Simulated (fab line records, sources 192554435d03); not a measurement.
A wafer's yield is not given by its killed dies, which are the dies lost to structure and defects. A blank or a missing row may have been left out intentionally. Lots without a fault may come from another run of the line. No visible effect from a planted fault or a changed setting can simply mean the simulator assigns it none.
fab line records | flow n5_finfet
[record] lots = 4 wafers = 12 last_day = 17
route steps=1938 shown SD_EPI_P@326 SD_ACTIVATION@330 ILD0@335 SDB@347 PASSIVATION@1936
lots untouched by any fault: they come from a run of this same line in which no faults occurred
start_h: start of the lot's first displayed wafer, in hours after the record's first day | wait_h: time in hours since the lot's previous step | " unchanged from the row above | L1.1+2: a single row standing in for several wafers | - either no value or no given start | * or withheld: withheld | < > ~ a bound
route shown NAME@n: NAME is a module with steps in the file, n the number in the route of the first one | usual: the fault-free wafers' mean and standard deviation | same: alike in all rows | chamber/n: place in a boat | sites: each site's reading | _std_site: the standard deviation of these | _edge_site: the outer-site mean with the inner-site mean subtracted | radius_mm: how far each site lies from the wafer's centre | mask NAME#n: copy n | behind: the tool/chamber that last shaped the wafer | hold: why the lot was held/for how many hours/how that ended | device: the n, p or np transistor that did not switch | end of line: at the end of the route, the tests of the same wafers | step lacking rows: just its recipe | killed: the dies lost at the first sort to structure and to defects; this is not the yield of the wafer | map: per-die view of a wafer (x killed, . not killed, _ where there is no die)
set.NAME: the setting as run; set.NAME@STEP: as run at that earlier step | model.NAME: the simulator's own value behind a step, which no gauge read
lots at some steps of the route; a table a step, a row a wafer
services: the hour from which a tool's chamber was out of use, counted from the record's first day as start_h (under 0 if before that day), plus the number of hours and why
[[steps]]
[step N5_SD_EPI_P_PRECLEAN_32]
[recipe] chemistry = dHF time_s = 10 dilution = 500:1 temp_c = 25
[step N5_SD_EPI_P_PRECLEAN_33]
[recipe] chemistry = SC2 time_s = 45 temp_c = 35 mix = 1:1:50
[step N5_SD_EPI_P_SRD_25]
[recipe] time_s = 30 temp_c = 23 rinse_liquid = diw dry = ipa_marangoni
[step N5_SD_ACTIVATION_RTA_00]
[recipe] temp_c = 975 time_s = 0 ambient = N2 idle_temp_c = 600 ramp_up_c_per_s = 150 ramp_down_c_per_s = 60 cool_to_c = 600
[step N5_SD_ACTIVATION_LSA_01]
[recipe] temp_c = 1080 time_s = 0.0008 ambient = N2
[step N5_ILD0_LINER_00]
[recipe] material = SiNx target_thk_a = 40 temp_c = 400 ald_precursor_family = SiH2I2 ald_co_reactant = N2/H2-plasma pulse_time_s = 1 purge_time_s = 2 co_reactant_purge_time_s = 2 ald_cycles = 80 pressure_torr = 2
[step N5_ILD0_FCVD_FILL_01]
[recipe] material = SiO2_flowable target_thk_a = 2000 temp_c = 100 pressure_torr = 0.8 rf_w = 2000 time_s = 328.3
[step N5_ILD0_CURE_02]
[recipe] temp_c = 450 time_s = 1800 ambient = steam idle_temp_c = 400 ramp_up_c_per_min = 5 ramp_down_c_per_min = 3 densification_p_h2o_torr = 640
[step N5_ILD0_CMP_03]
[recipe] stop_on = SiNx t_overpolish_s = 1.9 post_cmp_clean = alkaline_brush down_force_psi = 4.1491 platen_rpm = 51.796 pad_velocity_m_s = 1.0306 target_thk_nm = 197.38
[usual] motor_current_A = 12.6/1.6 overpolish_run_s = 1.900/0.0099 time_to_endpoint_s = 71/7
// columns lot.wafer tool chamber start_h wait_h motor_current_A overpolish_run_s time_to_endpoint_s
L936.3 cmp-03 2 110.23 0.1 12.5 1.895 69
L936.6 " 0 " " 11.2 1.893 66
L936.5 " 1 " " 12.2 1.901 71
L939.1 cmp-03 1 128.22 0.1 12.7 1.899 67
L939.3 " 2 " " 13.5 1.889 66
L939.2 " 3 " " 14.5 1.910 69
L943.4 cmp-01 1 151.14 0.0 11.9 1.887 77
L943.2 " 3 " " 10.0 1.893 81
L943.6 " 1 " " 12.9 1.919 80
L951.4 cmp-03 0 201.15 0.1 11.4 1.900 70
L951.1 " 1 " " 13.1 1.908 67
L951.5 " 3 " " 13.8 1.895 64
[step N5_ILD0_CMP_07]
[recipe] stop_on = poly-Si material = SiO2_flowable t_overpolish_s = 1.18 post_cmp_clean = alkaline_brush down_force_psi = 4.1491 platen_rpm = 51.796 pad_velocity_m_s = 1.0306 target_thk_nm = 138.88
[step N5_ILD0_PRECLEAN_10]
[recipe] chemistry = NF3:NH3 afs_cycles = 5 time_s = 20 temp_c = 30 sublimation_temp_c = 180 sublimation_time_s = 60 pressure_torr = 3 rf_power_w = 30
[step N5_ILD0_ALD_15]
[recipe] material = SiNx target_thk_a = 240 temp_c = 400 ald_precursor_family = SiH2I2 ald_co_reactant = N2/H2-plasma pulse_time_s = 1 ald_cycles = 480 purge_time_s = 2 co_reactant_purge_time_s = 2 pressure_torr = 2
[step N5_ILD0_CMP_12]
[recipe] stop_on = poly-Si material = SiNx t_overpolish_s = 6 post_cmp_clean = alkaline_brush down_force_psi = 2.5 platen_rpm = 51.8 pad_velocity_m_s = 1.0307 target_thk_nm = 17.67
[step N5_SDB_HM_DEP_00]
[recipe] material = SiNx target_thk_a = 400 temp_c = 400 precursor = SiH4/NH3/N2 pressure_torr = 1.5 rf_w = 300 time_s = 35.3
[step N5_SDB_COAT_03]
[recipe] resist = SOC temp_c = 250 time_s = 60 spin_rpm = 1500 resist_thk_nm = 100
[step N5_SDB_COAT_04]
[recipe] resist = SiARC temp_c = 220 time_s = 60 spin_rpm = 1500 resist_thk_nm = 18
[step N5_SDB_COAT_05]
[recipe] resist = CAR-ArF spin_rpm = 1500 resist_thk_nm = 90
[step N5_SDB_EBR_07]
[recipe] solvent = PGMEA ebr_width_mm = 1.5
[step N5_SDB_SOFTBAKE_06]
[recipe] temp_c = 110 time_s = 60 resist = CAR-ArF
[step N5_SDB_EXPOSE_08]
[recipe] mask_id = SDB na = 1.35 source_shape = conventional sigma_outer = 0.5 polarization = unpolarized dose_mj = 49.6
[step N5_SDB_PEB_09]
[recipe] peb_temp_c = withheld peb_time_s = 60 resist = CAR-ArF
[step N5_SDB_DEVELOP_10]
[recipe] develop_time_s = 30 developer = TMAH resist = CAR-ArF rinse_liquid = diw dry = air_spin dev_temp_c = 23
[step N5_SDB_DESCUM_16]
[recipe] chemistry = O2 time_s = 7.9 source_power_w = 50 bias_power_w = 20 pressure_mtorr = 20 rf_frequency_hz = 2.712e+07 temp_c = 40 resist = CAR-ArF o2_flow_sccm = 225
[step N5_SDB_ETCH_17]
[recipe] chemistry = CF4 target = SiARC target_depth_a = 234 mask_material = CAR-ArF time_s = 39 ion_energy_ev = 80 pressure_mtorr = 40 source_w = 545 bias_w = 36 Ar_flow_sccm = 100 cf4_flow_sccm = 100 ends = cleared
[step N5_SDB_ETCH_18]
[recipe] chemistry = N2/H2 target = SOC target_depth_a = 1000 overetch_a = 200 mask_material = SiARC temp_c = 40 time_s = 150 ion_energy_ev = 200 pressure_mtorr = 30 source_w = 840 bias_w = 150 n2_flow_sccm = 200 h2_flow_sccm = 200
[step N5_SDB_STRIP_19]
[recipe] chemistry = N2/H2 temp_c = 40 n2_flow_sccm = 200 h2_flow_sccm = 200 rf_frequency_hz = 6e+07
[step N5_SDB_STRIP_21]
[recipe] chemistry = CF4 resist = SiARC power_w = 300 bias_power_w = 75 pressure_mtorr = 50 cf4_flow_sccm = 150 rf_frequency_hz = 6e+07
[step N5_SDB_HM_OPEN_20]
[recipe] chemistry = CH3F/O2 target = SiNx mask_material = SOC target_depth_a = 240 stop_on = poly-Si over_etch_frac = 0.4 ion_energy_ev = 120 pressure_mtorr = 30 source_w = 395 bias_w = 73 Ar_flow_sccm = 150 CH3F_flow_sccm = 30 O2_flow_sccm = 20
[step N5_SDB_STRIP_22]
[recipe] chemistry = N2/H2 power_w = 1000 temp_c = 250 h2_frac = 0.65 overash_fraction = 0.3 pressure_mtorr = withheld n2_flow_sccm = 1750 h2_flow_sccm = 3250
[step N5_SDB_PRECLEAN_23]
[recipe] chemistry = dHF time_s = 30 temp_c = 25 dilution = withheld
[step N5_SDB_DUMMY_REMOVE_24]
[recipe] chemistry = TMAH temp_c = 70 target = poly-Si stop_on = SiO2 target_depth_nm = 142 conc_wt_pct = 5 time_s = 57 dry = ipa_marangoni rinse_time_s = 30 rinse_temp_c = 23
[step N5_PASSIVATION_PROBE_49]
[usual] killed_at_M0_to_M3 = 32/9.7 killed_at_M4_up = 14/5.3 killed_at_contacts = 11/6 killed_at_front_end = 39/14 killed_at_other = 3.3/2.7 killed_dies = 100/17 killed_on_rim = 14/4 killed_open = 66/13 killed_short = 32/7.4
[same] gross_dies = 1180 killed_at_back_side = 0
// columns lot.wafer tool chamber start_h wait_h killed_at_M0_to_M3 killed_at_M4_up killed_at_contacts killed_at_front_end killed_at_other killed_dies killed_on_rim killed_open killed_short
L936.3 prober-02 - 311.43 0.1 18 11 5 811 1 846 116 39 18
L936.6 prober-02 - 311.58 0.3 38 10 18 57 7 130 23 70 42
L939.1 prober-01 - 341.51 0.0 36 12 4 63 4 119 16 77 42
L939.2 prober-01 - 341.56 0.1 40 17 18 38 2 115 16 83 29
L939.3 prober-01 - 341.61 0.1 37 14 7 789 0 847 109 63 19
// killed by level:class
L936.3 ILD0:unspecified=785 FIN_SAQP:geometric_particle:open=5 BEOL_M4:geometric_particle:open=5 DUMMY_GATE:geometric_particle:open=4 GATE_CUT:geometric_particle:short=4 MOL_CONTACT_COAG:geometric_particle:open=4 BEOL_M2:geometric_particle:open=4 FIN_SAQP:geometric_particle:short=3
L936.6 HKMG_FIN:area_etch=15 MOL_CONTACT_COAG:geometric_particle:open=14 BEOL_M0_SAQP:geometric_particle:short=11 FIN_SAQP:geometric_particle:short=8 STI_FIN_REVEAL:geometric_particle:open=8 FIN_SAQP:geometric_particle:open=7 BEOL_M3:geometric_particle:open=7 BEOL_M0_SAQP:geometric_particle:open=7
L939.1 FIN_SAQP:geometric_particle:short=19 FIN_SAQP:geometric_particle:open=17 BEOL_M2:geometric_particle:open=12 STI_FIN_REVEAL:geometric_particle:open=11 BEOL_M4:geometric_particle:open=8 BEOL_M0_SAQP:geometric_particle:short=4 BEOL_M0:geometric_particle:open=4 BEOL_M1:geometric_particle:open=4
L939.2 BEOL_M2:geometric_particle:open=15 MOL_CONTACT_COAG:geometric_particle:open=13 FIN_SAQP:geometric_particle:open=9 BEOL_M4:geometric_particle:open=9 STI_FIN_REVEAL:geometric_particle:open=8 BEOL_M0_SAQP:geometric_particle:open=6 BEOL_M1:geometric_particle:open=6 MOL_CONTACT_COAG:geometric_particle:short=5
L939.3 ILD0:unspecified=764 FIN_SAQP:geometric_particle:open=12 BEOL_M4:geometric_particle:open=10 BEOL_M2:geometric_particle:open=9 BEOL_M3:geometric_particle:open=8 BEOL_M0_SAQP:geometric_particle:open=7 FIN_SAQP:geometric_particle:short=6 MOL_CONTACT_COAG:geometric_particle:open=6
// map L936.3 (x killed, . not)
_________________xxxx.xxxxx.x________________
______________xx...x.xx...x.xxxx_____________
___________.xxxx.xx.x.xxx.xxxx..xxx__________
__________xxxxx.xxxxxxxxx.xx.xxx.xxx_________
________xx.xxxxxxxxxxxxxx.xxx.xxxxxxxx_______
_______.xxxxxx..x.x.xx.xxxx.xx.xxxxxx.x______
______xxxx.x.xx.xxx.x.xxxxx..xxxxx...xxx_____
_____xx..xx.x.xxxxxxxxx.xx.xxx..xxxxxxxxx____
____xx.xxxxxxxxxxxxxxxx.x.x..x.xxx.x.x.xxx___
___..xxxxx...xxxxxxxxxx.xxxxx..xx..x.x.xxxx__
___x.xxxxxx.xxx...xx.xxxxxxxxxxxxxx.x..xxxx__
__x..xxxx...xxx..xxx..xxxxxx.x.xxxxxxxx.xxx._
__xxxxxxxxxx.xxx.x.x.xxxxxx...xx..xx.x.xxxxx_
_xx.xxxx..xx.xx.xxxxx..x...xx.xxx.xxxxxx..x.x
_xxx.....x.x.xx..xx.xxxxx...xxx..xxxx.xxx.x.x
_xx..x.xxx.x...xxx.xxxx.xxxxxxxxxxxxx.xxxxx..
_xx.x.x.xxxxxxxx..xxxxxxxx.xxxxxxxxx.x.xx.xxx
_x.xx..xxxxxxxx.xxxxxx.x..x.xxx..x.xxxxxxx.xx
_xxx.xx.x..xxx.xx..xxxx..x.x.xxx...xxxx.xxxxx
_x.xx.xx.xxx.x.xxx.xxx..xx.x.xxx.x.xx..xxxxxx
_xx..x.x.x.xxx..xxxxx.x.xxx.xxx.x.xxx.x..x.xx
__xxxxxxxxx.xx.xxxx.xxxx.xx.xx.xxxxxxxxxxx.x_
__..xxx...xxx.xxxxxxxx.xxxx.xxxx.x.xxxx.x.xx_
___xxx...x.xx.xxx..xxxxx.x....xxx.xxxxxxxxx__
___..x.xxxx.xxxxxxx.xxxxx...x.xxx..xxx.xx.x__
____xxxxxxxxxxxxxxxxxx.xx.x.xxxx.xx.xxxx.x___
_____xxx..xxxxx.x..xxx...xxx.x.xxx..xxxxx____
______xxx.xxxxxxx..x.x.x.x.xx..xxx.xxxx._____
_______.xx..x.xxxx.xxx.xxxxx..x.xx.x.xx______
________..xxx..xxxxxxxx..xxxxx..xx..x._______
__________x.x.xx.xxx.xxx..xxxxxxx..._________
___________xxxx.xxxxxxxxx.xx.x.xxxx__________
______________xx..xxx.x..xxx.xxx_____________
_________________.x.xxxxxxxx.________________
// map L939.3 (x killed, . not)
_________________.xxx.xxx.xxx________________
______________x...x.xx...x..xxxx_____________
___________xxxx...xx.xx.xx.xxx.xxxx__________
__________xxxxx.x.xx.xxxxxx.xxxx.xxx_________
________xxxxx..xx.xxx.xxx.xx.x.xx.x.xx_______
_______..xxxxx.xx.x.x.xx.xxxxx.xx.xx.x.______
______.xxxxxxx.xxxxxxx.x..xxxxxxxxxx.x.x_____
_____xx.x.xxx....xxxxxxxxxxxx.xxxx....xxx____
____.xxx.xx..x.xxxxxxxxxxxxxxx.xxx.xxx.x..___
___..xxxxxxxxx.x.x.xxxx.x..x.x.x.x.xxxx..xx__
___xxx.xxx..xxxxx.xxx.x.xxxxxxx.xx.xxx.xxxx__
__x.xxxxxxxx..xx.x.x.xx...x.xx.xx.xxxxxx.xx._
__xxxxxxxx.xx.xx.xxxx.xxx.x.xxxxxxxxx..xx.xx_
_x.x...x.xx.x.xx.xxxxxxxxxx.xxxx.xxxxxxxxxx.x
_.xxxxxx.x.xx....xxxxxx.xxxxx.xx...xx..xx.xxx
_xxxxx.xxxxx.xxx.x.xx.xxx.x..xxx..xxx.xxxxxx.
_.xx...x.xx..xxx.xxxxx..xxxxxxxxxx.x..xxxx...
_xx.xxxxx..x.xxxx..xxxx.xx.xxxx.xxxxxxx.x.xxx
_xxxx.xxxx.xxxxx.x.x..xxx..xxxx.xxx.xxx.x.xxx
_xxxxxxxxx.xxxxxx..x..xxxx.xx..x..xxx.....x.x
_xxx..xxx..xxxxxx.xxxxxxxxxxx.xxxxxx.xxxxx.x.
__x.xxxxxx.x.xx.xx.x.x.xxx..x.x..xxxxxxxx.xx_
__.xxxx.xx.xxxxx.x..x.x.xxx.xxx.x.xxxxxx.x.._
___..xxxxxxx.xxx.x.xxx.xx.xxxxxxxxxxxxx.xxx__
___x.x.xxxxxxxx..xxxx..xxxx..x.xx.xxx....xx__
____xxx....xxxxxxxx..x.xxxxxxx.xxx..x.xxxx___
_____xx.xxxx..xxx.xx.x.x.x.xxx.xxxx.xxxxx____
______xxxx..x.xxx.xxxxxx.x.xx.xxxxxx..xx_____
_______xxxxxxx.x.xxxxxxxxxxxx..xxx.xxxx______
________xx....xx..xxxxxx.xxxxxxxxx.xxx_______
__________xxxx.xxxxxx.xxxxxxx..xxxxx_________
___________...xxxxxx.xx..xx..xxxx.x__________
______________x..x.xxxxxxxxxx.xx_____________
_________________x.xxxxxxx...________________
[[services]]
// columns tool chamber start_h hours kind
cmp-03 - 102.60 1.9 repair
cmp-01 - 135.13 4.9 pm
cmp-01 - 148.55 0.2 repair
cmp-03 - 184.14 4.0 pm
cmp-03 - 188.14 - consumable_replace:conditioner
cmp-03 - 188.14 - consumable_replace:pad
[[key]]
[first_sign] step = N5_PASSIVATION_PROBE_49 reading = killed_at_front_end direction = up sigmas = 55 usual = 39 struck = 800
[effect] step = N5_PASSIVATION_PROBE_49 reading = killed_dies direction = up sigmas = 44 usual = 100 struck = 846
[more_kills_born_at] N5_ILD0_CMP_03@cmp-03 = 1549
met_at N5_ILD0_CMP_03
struck_wafers L936.3,L939.3
tester_left_out L936,L939
[baseline_loss] step = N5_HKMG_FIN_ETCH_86 wafers = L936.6
[fault] kind = chamber_particle_source tool = cmp-03 chamber = 2 onset_h = 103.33 steps = N5_ILD0_CMP_03 rate_per_visit_cm2 = 2.2313 end_h = 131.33
// tester_left_out: of these lots the tester's yield and bins aren't shown, on N5 and GAA mostly nor the transistor test; their killed dies are dies lost to structure and defects alone, not to doping, threshold or leakage, so they don't give the yield
// baseline_loss: these wafers lose ten dies or more at that step, a loss of the line's own and not of a fault; the sort's usual values leave them out
